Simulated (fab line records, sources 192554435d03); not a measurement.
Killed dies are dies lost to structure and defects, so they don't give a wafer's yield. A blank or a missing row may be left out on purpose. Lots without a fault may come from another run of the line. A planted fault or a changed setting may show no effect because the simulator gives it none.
Split-lot experiment | flow n5_finfet | 7 lots, 21 wafers read, on a route of 1938 steps

THE SPLIT
At N5_BEOL_M2_ILD_DEP_00 (deposits SiOC from DEMS/O2, target thk 79 nm, time 15.3 s), the setting time_s was moved away from the recipe's 15.3 s on 4 of the 21 wafers read, by -13.9% to +5.6%. The other wafers ran this setting at the recipe's value.

The file shows no step between the split and the reading.

THE READING
M2_ILD_THK, in nm, at N5_BEOL_M2_THK_MEAS_01. Fault-free wafers of this fab line usually give 79.1 nm, standard deviation 1.3 nm.

wafer  | tool, chamber at the split | time_s as run, s | against the recipe | M2_ILD_THK, nm | against lot-mates on the recipe
L074.4 | pecvd-01, 2                | 15.3             | recipe             | 79.5           | -
L074.5 | pecvd-01, 1                | 16.05            | +4.9%              | 83.3           | +3.8
L074.6 | pecvd-01, 0                | 16.05            | +4.9%              | 82.6           | +3.1
L075.2 | pecvd-01, 0                | 15.3             | recipe             | 77.8           | -
L075.4 | pecvd-01, 2,0              | 15.3             | recipe             | 78.8           | -
L075.6 | pecvd-01, 2,0              | 15.3             | recipe             | 78.7           | -
L078.2 | pecvd-02, 0                | 15.3             | recipe             | 78.0           | -
L078.3 | pecvd-02, 2                | 15.3             | recipe             | 78.2           | -
L078.5 | pecvd-02, 0                | 15.3             | recipe             | 79.3           | -
L080.4 | pecvd-02, 1                | 13.17            | -13.9%             | 67.0           | -12.2
L080.5 | pecvd-02, 2                | 15.3             | recipe             | 79.8           | -
L080.6 | pecvd-02, 0                | 15.3             | recipe             | 78.6           | -
L083.2 | pecvd-03, 1                | 15.3             | recipe             | 77.0           | -
L083.3 | pecvd-03, 2                | 15.3             | recipe             | 81.2           | -
L083.4 | pecvd-03, 0                | 16.16            | +5.6%              | 85.0           | +5.9
L085.2 | pecvd-02, 1                | 15.3             | recipe             | 76.8           | -
L085.3 | pecvd-02, 0,1              | 15.3             | recipe             | 77.8           | -
L085.4 | pecvd-02, 0,1              | 15.3             | recipe             | 77.8           | -
L086.3 | pecvd-01, 0                | 15.3             | recipe             | 77.6           | -
L086.5 | pecvd-01, 0                | 15.3             | recipe             | 78.2           | -
L086.6 | pecvd-01, 1                | 15.3             | recipe             | 80.4           | -
Where a row lists several chambers, the file gives one row for several wafers and doesn't say which wafer went through which chamber.

THE FIT
A straight line over all 21 wafers: M2_ILD_THK changes by +0.878 nm for each +1% of time_s; r = +0.95; the points scatter about the line by 1.1 nm.
The same after taking each lot's own level away (the mean of its wafers on the recipe; 21 wafers): +0.866 nm for each +1%; r = +0.96; scatter 0.99 nm.
On that fit, the largest move of time_s shifts the reading by 12 nm.
The lots' own levels span 77.47 to 79.50 nm, that is 1.6 times the standard deviation above.
So the lot-to-lot level changes the slope little: the two slopes agree.
Check: with one of the wafers moved furthest among these (-13.9%) left out of the fit, the line predicts -11.7 nm for it against its lot-mates. It came out at -12.2 nm against them.

OTHER SPLITS ON THESE WAFERS
These wafers also went through other splits before the reading. Each is held against what the fit with the lots' levels taken away leaves over:
other split on the same wafers         | wafers away from the commonest value | r with M2_ILD_THK (lot level and that fit taken away)
N5_MOL_CONTACT_COAG_EXPOSE_05 dose_mj  | 5                                    | +0.09
N5_MOL_CONTACT_COAG_ALD_131 ald_cycles | 4                                    | +0.04
N5_BEOL_M0_SAQP_PECVD_04 time_s        | 7                                    | +0.26
N5_BEOL_M0_SAQP_COAT_08 spin_rpm       | 9                                    | +0.06

THE WHOLE CHAIN: every reading that the file lists as answering this split, in the file's order
step                   | what it does                                              | reading                                                                            | change (the file's fit)               | r (the file's)
N5_BEOL_M2_ILD_DEP_00  | deposits SiOC from DEMS/O2, target thk 79 nm, time 15.3 s | SiOC_of_BEOL_M2_ILD_DEP_00.thk_nm (the simulator's own value, which no gauge read) | +0.879 nm for each +1% of the setting | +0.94
N5_BEOL_M2_THK_MEAS_01 |                                                           | M2_ILD_THK                                                                         | +0.878 for each +1% of the setting    | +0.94

THE FILE'S OWN FIT
M2_ILD_THK changes by +0.878 nm for each +1% of time_s, r = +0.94.
